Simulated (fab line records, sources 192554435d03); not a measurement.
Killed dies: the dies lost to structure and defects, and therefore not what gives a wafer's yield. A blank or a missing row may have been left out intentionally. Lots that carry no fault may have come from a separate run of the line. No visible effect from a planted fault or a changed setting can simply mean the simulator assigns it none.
Code-filled problem report in 8D (eight disciplines) form || flow n5_finfet || the parts of the form that need people (team, actions taken, sign-off) are left out

== 1. THE PROBLEM ==
Wafers without a fault read 399.99 C, standard deviation 0.21; susceptor_temp_C at N5_HKMG_FIN_PWFM_ALD_03 reads a mean of 422.25 C on 3 wafers belonging to 2 lots. So: +99 or more standard deviations from the usual mean.
The step: deposits TiN, target thk 2 nm, pulse time 1 s, purge time 3 s.
Earliest sighting: wafer L226.4 on ald_metal-01 at day 8 14:34. The record holds 27 wafers of 9 lots with a number at this step. The rule behind "out" and "out of limits": a value lying over 4 standard deviations away from the usual mean. The rest of the wafers with a number are treated as sound.

== 2. WHAT IT IS AND WHAT IT IS NOT ==
{"question": "which readings at this step", "is": "susceptor_temp_C", "is not": "heater_power_w, precursor_pulse_height_rel"}
{"question": "which lots", "is": "L226, L230", "is not": "L209, L210, L215, L217, L219, L220, L231"}
{"question": "which wafers of those lots", "is": "L226.4, L226.5, L230.4", "is not": "L226.3, L230.1, L230.2"}
{"question": "read on which tools", "is": "ald_metal-01", "is not": "ald_metal-03, ald_metal-04"}
{"question": "when", "is": "from day 8 14:34", "is not": "up to then (19 sound wafers); but 5 sound wafers of L230, L231 came after"}

== 3. WHAT RULES OUT EACH SUSPECT ==
Counting: any tool at a process step up to the reading remains a suspect provided it ran every lot that is out. Sound lots after the first of them don't rule it out here, since some wafers of a struck lot are sound.
- rie_diel-01 at N5_HKMG_FIN_STRIP_57 (strips in CF4): kept. Every lot that is out went through it, the first being L226 (day 8 12:25); the last sound lot it ran before that was L220 (day 7 03:58).
- rie_diel-01 at N5_HKMG_FIN_ETCH_58 (etches SOC in N2/H2, target depth 215.8 nm, time 741 s): kept. Every lot that is out went through it, the first being L226 (day 8 12:26); the last sound lot it ran before that was L220 (day 7 03:59).
- ald_metal-01 at N5_HKMG_FIN_PWFM_ALD_03 (deposits TiN, target thk 2 nm, pulse time 1 s, purge time 3 s): kept. Every lot that is out went through it, the first being L226 (day 8 14:34); the last sound lot it ran before that was L220 (day 7 06:18). Its own readings are out on those wafers: susceptor_temp_C.
- In rie_diel-01 at N5_HKMG_FIN_STRIP_57, the wafers that are out were processed in chamber 3 and their sound lot-mates in chambers 0, 1, 2.
- In rie_diel-01 at N5_HKMG_FIN_ETCH_58, the wafers that are out were processed in chamber 3 and their sound lot-mates in chambers 0, 1, 2.
- In ald_metal-01 at N5_HKMG_FIN_PWFM_ALD_03, the wafers that are out were processed in chamber 3 and their sound lot-mates in chambers 1, 2.
After the count, these remain: rie_diel-01 at N5_HKMG_FIN_STRIP_57, rie_diel-01 at N5_HKMG_FIN_ETCH_58 and ald_metal-01 at N5_HKMG_FIN_PWFM_ALD_03.

== 4. THE CAUSE (what the simulator had put in) ==
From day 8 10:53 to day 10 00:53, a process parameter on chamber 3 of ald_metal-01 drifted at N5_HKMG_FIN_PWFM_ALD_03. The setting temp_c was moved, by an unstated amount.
3 suspects survive the count, and this tool is in that group.

== 5. SEQUENCE OF EFFECTS, ordered by route ==
One row per reading whose mean, taken over the struck wafers that have a number, lies over 3 standard deviations from the usual. Only readings whose record carries a usual standard deviation are examined. hours: median over the lots of the time between each lot's start at the first step of this table that gives one and its start at this step. sigmas: the change, counted in usual standard deviations.
{"hours": 0, "step": "N5_HKMG_FIN_PWFM_ALD_03", "reading": "susceptor_temp_C", "usual": "399.99 C", "on struck wafers": 422.25, "change": "+22.26", "sigmas": "+99 or more"}
The process steps in it:
- N5_HKMG_FIN_PWFM_ALD_03: deposits TiN, target thk 2 nm, pulse time 1 s, purge time 3 s.
Later measuring or inspecting steps at which every struck wafer that the step has a row for has a number for every such reading, and none has moved that far: N5_BEOL_M4_RC_MEAS_101.

== 6. WHAT WOULD HAVE CAUGHT IT SOONER ==
First out-of-limits reading in this record: day 8 14:34, which is 4 hours after fault onset at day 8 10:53.
